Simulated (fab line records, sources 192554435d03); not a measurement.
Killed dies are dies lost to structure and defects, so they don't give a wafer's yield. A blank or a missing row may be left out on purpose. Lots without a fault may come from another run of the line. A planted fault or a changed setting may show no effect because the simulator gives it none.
Chamber matching | flow n5_finfet | N5_BEOL_M0_SAQP_ETCH_83 on rie_diel-01: 4 sister chambers
The step etches SiARC in CF4, target depth 39 nm, time 65 s. 18 wafers are shown with their chamber, then 9 later ones without.

WAFERS WITH THEIR CHAMBER
wafer  | chamber | drypump_motor_current_A (A) | showerhead_plenum_p_Torr (Torr) | etch_rf_on_time_s (s)
L075.1 | 1       | 5.8                         | 2.23                            | 69.0
L075.2 | 0       | 6.3                         | 2.11                            | 67.2
L075.6 | 0       | 6.3                         | 2.11                            | 66.9
L078.2 | 2       | 5.1                         | 2.19                            | 60.0
L078.3 | 0       | 6.3                         | 2.11                            | 67.3
L078.6 | 2       | 5.1                         | 2.19                            | 60.0
L082.1 | 1       | 5.7                         | 2.23                            | 69.5
L082.3 | 3       | 5.3                         | 2.17                            | 63.3
L082.4 | 2       | 5.1                         | 2.18                            | 60.3
L084.1 | 1       | 5.8                         | 2.23                            | 68.5
L084.3 | 0       | 6.3                         | 2.10                            | 63.9
L084.6 | 1       | 5.7                         | 2.23                            | 68.0
L085.2 | 1       | 5.8                         | 2.23                            | 68.0
L085.4 | 3       | 5.3                         | 2.17                            | 62.8
L085.5 | 2       | 5.1                         | 2.18                            | 59.5
L087.1 | 0       | 6.4                         | 2.10                            | 64.4
L087.4 | 3       | 5.3                         | 2.17                            | 63.4
L087.5 | 3       | 5.3                         | 2.17                            | 63.9

SIGNATURES (means of the wafers above)
reading                  | chamber 0 | chamber 1 | chamber 2 | chamber 3 | scatter within a chamber
drypump_motor_current_A  | 6.320     | 5.760     | 5.100     | 5.300     | 0.0378
showerhead_plenum_p_Torr | 2.1060    | 2.2300    | 2.1850    | 2.1700    | 0.00396
etch_rf_on_time_s        | 65.940    | 68.600    | 59.950    | 63.350    | 0.983
Rule: a wafer's distance from a chamber is the root of the sum, over the readings, of the square of ((its reading less the chamber's mean) divided by the reading's scatter). The wafer belongs to the nearest chamber; if the next one is less than 2 further off, it can't be placed. The scatter: the root of (the sum of the squares of (reading less its chamber's mean) over the shown wafers, divided by (wafers less chambers)).

WAFERS WITHOUT THEIR CHAMBER
wafer  | drypump_motor_current_A (A) | showerhead_plenum_p_Torr (Torr) | etch_rf_on_time_s (s)
L090.2 | 6.3                         | 2.10                            | 64.0
L090.3 | 5.1                         | 2.18                            | 60.2
L090.6 | 5.1                         | 2.18                            | 59.9
L093.2 | 5.1                         | 2.18                            | 60.8
L093.4 | 5.2                         | 2.17                            | 63.6
L093.6 | 5.2                         | 2.16                            | 62.8
L096.2 | 5.8                         | 2.22                            | 68.7
L096.5 | 5.1                         | 2.18                            | 59.5
L096.6 | 5.8                         | 2.22                            | 68.7

WHICH CHAMBER EACH WENT THROUGH
wafer  | from the rows above | in truth
L090.2 | 0                   | 0
L090.3 | 2                   | 2
L090.6 | 2                   | 2
L093.2 | 2                   | 2
L093.4 | 3                   | 3
L093.6 | 3                   | 3
L096.2 | 1                   | 1
L096.5 | 2                   | 2
L096.6 | 1                   | 1
Placed correctly: 9 of 9. Can't be placed from these rows: 0. Placed wrongly: 0.
